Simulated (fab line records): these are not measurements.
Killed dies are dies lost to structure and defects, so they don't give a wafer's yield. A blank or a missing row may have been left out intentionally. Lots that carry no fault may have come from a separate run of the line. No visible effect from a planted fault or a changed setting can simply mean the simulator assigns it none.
The tool behind it: which one? -- flow n5_finfet -- 9 lots with 23 wafers sampled at 7 steps, on a route of 1938 steps

## WHAT THE GAUGES READ, wafer by wafer
N5_BEOL_M0_SAQP_INSPECT_42: inspects for defects (brightfield). Usual: raw_defect_count at 296, with a standard deviation of 83.
lot,measured,on,raw_defect_count,flag
L549,day 5 14:45,defect_inspect-02,323 274 333,
L551,day 6 01:11,defect_inspect-02,371 219 338,
L555,day 7 11:20,defect_inspect-01,1187 182,OFF
L556,day 7 18:52,defect_inspect-02,1196,OFF
L557,day 7 20:04,defect_inspect-02,1534 1315,OFF
L560,day 8 07:36,defect_inspect-01,346 323 262,
L563,day 8 22:58,defect_inspect-01,266 350 319,
L564,day 9 07:24,defect_inspect-02,304 357 465,
L572,day 11 14:02,defect_inspect-01,292 434 460,

N5_BEOL_M0_CUTY_INSPECT_59: inspects for defects (macro). Usual: raw_defect_count at 2.1, with a standard deviation of 1.3.
lot,measured,on,raw_defect_count,flag
L549,day 5 16:21,defect_inspect-01,2 2 1,
L551,day 6 02:35,defect_inspect-02,3 5 2,
L555,day 7 12:43,defect_inspect-01,>300 2,
L556,day 7 20:29,defect_inspect-02,>300,OFF
L557,day 7 21:31,defect_inspect-02,>300 >300,OFF
L560,day 8 09:19,defect_inspect-02,2 2 0,
L563,day 9 00:32,defect_inspect-02,2 2 2,
L564,day 9 08:48,defect_inspect-02,4 3 4,
L572,day 11 15:30,defect_inspect-01,4 2 4,

N5_BEOL_M4_RC_MEAS_101. Usual: DIBL_N 37.1 mV/V, standard deviation 2.6; DIBL_P 38 mV/V, standard deviation 3; IOFF_N 0.18 nA/um, standard deviation 0.052; IOFF_P 0.25 nA/um, standard deviation 0.06; ION_N 678 uA/um, standard deviation 15; ION_P 467 uA/um, standard deviation 8.6; SS_N 71.7 mV/dec, standard deviation 0.73; SS_P 73.7 mV/dec, standard deviation 0.89; VT_N 249 mV, standard deviation 4.3; VT_P -248 mV, standard deviation 3.8.
lot,measured,on,DIBL_N (mV/V),DIBL_P (mV/V),IOFF_N (nA/um),IOFF_P (nA/um),ION_N (uA/um),ION_P (uA/um),SS_N (mV/dec),SS_P (mV/dec),VT_N (mV),VT_P (mV),flag
L549,day 10 15:06,prober-01,33.4 32.1 32.3,34 32 33,0.13 0.12 0.10,0.20 0.16 0.17,648 659 648,455 458 454,72.0 70.9 70.4,72.2 71.6 71.5,254 253 260,-247 -252 -251,
L551,day 11 05:18,prober-02,36.0 36.3 36.3,34 36 35,0.14 0.17 0.15,0.20 0.24 0.24,676 692 691,465 472 474,71.2 71.6 71.2,72.9 73.4 72.7,248 244 249,-250 -246 -248,
L555,day 12 01:50,prober-01,38.1 35.8,40 36,0.20 0.15,0.34 0.23,688 673,477 465,71.9 71.4,74.2 73.5,247 250,-244 -249,
L556,day 12 02:31,prober-02,34.7,37,0.14,0.21,667,463,70.5,73.3,252,-247,
L557,day 12 21:28,prober-02,42.2 40.5,41 39,0.31 0.26,0.35 0.30,705 686,475 470,72.6 71.8,75.0 74.3,242 242,-241 -246,
L560,day 13 06:21,prober-02,36.6 35.2 36.7,37 37 37,0.17 0.15 0.16,0.21 0.21 0.21,681 683 671,462 474 460,72.2 71.9 71.5,73.4 73.5 73.6,250 251 250,-248 -249 -251,
L563,day 14 04:21,prober-02,38.4 38.2 38.4,40 39 41,0.22 0.21 0.22,0.28 0.25 0.30,711 687 685,479 465 471,72.2 71.8 72.6,73.7 73.8 74.4,246 247 246,-248 -250 -246,
L564,day 14 05:19,prober-01,34.6 38.4 40.5,36 38 41,0.12 0.18 0.23,0.22 0.24 0.32,669 671 693,471 469 476,71.3 71.9 72.6,73.4 73.8 74.8,256 250 246,-249 -248 -243,
L572,day 16 15:21,prober-02,39.7 40.2 38.0,42 42 39,0.26 0.25 0.22,0.32 0.33 0.26,694 682 681,474 475 466,72.8 72.6 72.4,75.2 74.5 74.2,241 246 245,-245 -245 -246,

## WHICH TOOL RAN EACH LOT (tool, then ch and the chambers of the sampled wafers, then the start)
lot,N5_BEOL_M0_SAQP_MANDREL_ETCH_103,N5_BEOL_M0_SAQP_RECESS_109,N5_BEOL_M0_SAQP_SPACER2_ALD_26,N5_BEOL_M0_SAQP_ETCH_88
L549,"rie_si-05 ch 0,3, day 5 12:44","vapor_etch-01 ch 0,1, day 5 13:28","ald_sin-01 ch 0,3, day 5 13:34","rie_diel-02 ch 0,1,3, day 5 14:53"
L551,"rie_si-03 ch 0,1,3, day 5 23:05","vapor_etch-01 ch 0,1, day 5 23:47","ald_sin-01 ch 1,2, day 5 23:55","rie_diel-06 ch 1,2, day 6 01:16"
L555,"rie_si-06 ch 1,2, day 7 09:19","vapor_etch-01 ch 0,1, day 7 10:04","ald_sin-02 ch 1,2, day 7 10:11","rie_diel-06 ch 3, day 7 11:24"
L556,"rie_si-03 ch 1, day 7 16:45","vapor_etch-01 ch 0, day 7 17:29","ald_sin-04 ch 1, day 7 17:49","rie_diel-02 ch 0, day 7 19:18"
L557,"rie_si-03 ch 3, day 7 17:28","vapor_etch-01 ch 0, day 7 18:32","ald_sin-01 ch 0,1, day 7 18:49","rie_diel-02 ch 0,3, day 7 20:08"
L560,"rie_si-05 ch 0,2,3, day 8 04:52","vapor_etch-02 ch 0,1, day 8 05:47","ald_sin-04 ch 1,2,3, day 8 06:27","rie_diel-06 ch 0,1,2, day 8 07:40"
L563,"rie_si-05 ch 0,2,3, day 8 20:52","vapor_etch-02 ch 0,1, day 8 21:35","ald_sin-04 ch 0,1,2, day 8 21:42","rie_diel-02 ch 1,2, day 8 23:02"
L564,"rie_si-03 ch 1,2,3, day 9 05:09","vapor_etch-02 ch 0,1, day 9 05:57","ald_sin-01 ch 2,3, day 9 06:16","rie_diel-02 ch 0,1, day 9 07:28"
L572,"rie_si-03 ch 1,2,3, day 11 11:47","vapor_etch-02 ch 0,1, day 11 12:29","ald_sin-02 ch 0,1,3, day 11 12:46","rie_diel-06 ch 0,2,3, day 11 14:07"
- N5_BEOL_M0_SAQP_MANDREL_ETCH_103: etches a-Si in HBr/Cl2, stops on SiCN, target depth 45 nm, bt time 10 s, time 27 s.
- N5_BEOL_M0_SAQP_RECESS_109: chemistry HF/NH3, target SiO2, target depth 3 nm, afs cycles 1, sublimation time 60 s.
- N5_BEOL_M0_SAQP_SPACER2_ALD_26: deposits SiO2, target thk 15 nm, pulse time 1 s, purge time 2 s.
- N5_BEOL_M0_SAQP_ETCH_88: etches underlayer in N2/H2, target depth 6.5 nm, time 5.2 s.

## WHAT THE TOOLS THEMSELVES READ (means of the sampled wafers that have a number; where no wafer has one, the mark that the record gives instead)
N5_BEOL_M0_SAQP_MANDREL_ETCH_103. Usual: drypump_motor_current_A 5.7 A, standard deviation 0.5; oes_product_au 0.678 a.u., standard deviation 0.013; throttle_valve_pct 35.5 %, standard deviation 0.41.
lot,tool,drypump_motor_current_A (A),oes_product_au (a.u.),throttle_valve_pct (%),flag
L549,rie_si-05,5.9,0.683,35.7,
L551,rie_si-03,5.6,0.687,35.5,
L555,rie_si-06,5.3,0.692,35.3,
L556,rie_si-03,6.4,0.685,35.8,
L557,rie_si-03,5.3,0.696,35.5,
L560,rie_si-05,6.0,0.677,35.5,
L563,rie_si-05,6.0,0.684,35.5,
L564,rie_si-03,5.8,0.679,35.4,
L572,rie_si-03,5.8,0.669,35.4,

N5_BEOL_M0_SAQP_RECESS_109. Usual: drypump_motor_current_A at 5.2 A, with a standard deviation of 0.45.
lot,tool,drypump_motor_current_A (A),flag
L549,vapor_etch-01,4.9,
L551,vapor_etch-01,4.9,
L555,vapor_etch-01,4.8,
L556,vapor_etch-01,4.9,
L557,vapor_etch-01,4.9,
L560,vapor_etch-02,5.7,
L563,vapor_etch-02,5.7,
L564,vapor_etch-02,5.7,
L572,vapor_etch-02,5.4,

N5_BEOL_M0_SAQP_SPACER2_ALD_26. Usual: heater_power_w 468 W, standard deviation 49; precursor_pulse_height_rel 0.998, standard deviation 0.02.
lot,tool,heater_power_w (W),precursor_pulse_height_rel,flag
L549,ald_sin-01,458,0.999,
L551,ald_sin-01,479,1.006,
L555,ald_sin-02,524,0.992,
L556,ald_sin-04,395,1.001,
L557,ald_sin-01,522,0.998,
L560,ald_sin-04,426,0.986,
L563,ald_sin-04,435,0.985,
L564,ald_sin-01,433,1.015,
L572,ald_sin-02,486,0.975,

N5_BEOL_M0_SAQP_ETCH_88. Usual: drypump_motor_current_A 5.7 A, standard deviation 0.33; etch_rf_on_time_s 5.13 s, standard deviation 0.16; oes_product_au 0.67 a.u., standard deviation 0.071; rf_vpp_V 524 V, standard deviation 3; showerhead_plenum_p_Torr 2.55 Torr, standard deviation 0.1; throttle_valve_pct 17.8 %, standard deviation 0.32.
lot,tool,drypump_motor_current_A (A),etch_rf_on_time_s (s),oes_product_au (a.u.),rf_vpp_V (V),showerhead_plenum_p_Torr (Torr),throttle_valve_pct (%),flag
L549,rie_diel-02,5.7,5.21,0.63,526,2.55,18.0,
L551,rie_diel-06,5.4,5.27,0.65,525,2.61,17.7,
L555,rie_diel-06,5.4,5.17,0.78,524,2.47,17.5,
L556,rie_diel-02,5.8,5.27,0.57,524,2.53,18.4,
L557,rie_diel-02,5.8,5.23,0.60,526,2.58,18.1,
L560,rie_diel-06,5.6,5.22,0.69,525,2.58,17.6,
L563,rie_diel-02,5.5,5.04,0.67,520,2.42,17.7,
L564,rie_diel-02,5.7,5.29,0.60,523,2.51,18.2,
L572,rie_diel-06,5.6,5.16,0.72,523,2.53,17.5,

## THE ANSWER, worked out from the rows above alone
Rule: a lot is off if the mean of its wafers that have a number lies more than 3 standard deviations from the usual mean. Also off: a lot with no number at a reading for which 4 or more lots have one. All remaining lots with rows at the step are treated as sound. Order of review: gauges by route order, followed by the tools' own readings, for which a lot's mean as printed above is used. At the first step where some lot is off, the reading lying furthest off is the one used; lots without a number count as furthest.
Off: L555, L556, L557 (N5_BEOL_M0_SAQP_INSPECT_42, raw_defect_count).
If a tool, at a process step before that reading, ran all the lots that are off and no sound lot after the first of them, it fits. Gauges at N5_BEOL_M0_SAQP_INSPECT_42: tried the same way as those tools. One fits: N5_BEOL_M0_SAQP_RECESS_109 on vapor_etch-01. Its last sound lot is L551 (day 5 23:47), its first lot that is off L555 (day 7 10:04): a fault that began between those two fits.

## WHAT THE SIMULATOR PUT IN
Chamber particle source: vapor_etch-01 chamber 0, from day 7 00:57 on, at N5_BEOL_M0_SAQP_RECESS_109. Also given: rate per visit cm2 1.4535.
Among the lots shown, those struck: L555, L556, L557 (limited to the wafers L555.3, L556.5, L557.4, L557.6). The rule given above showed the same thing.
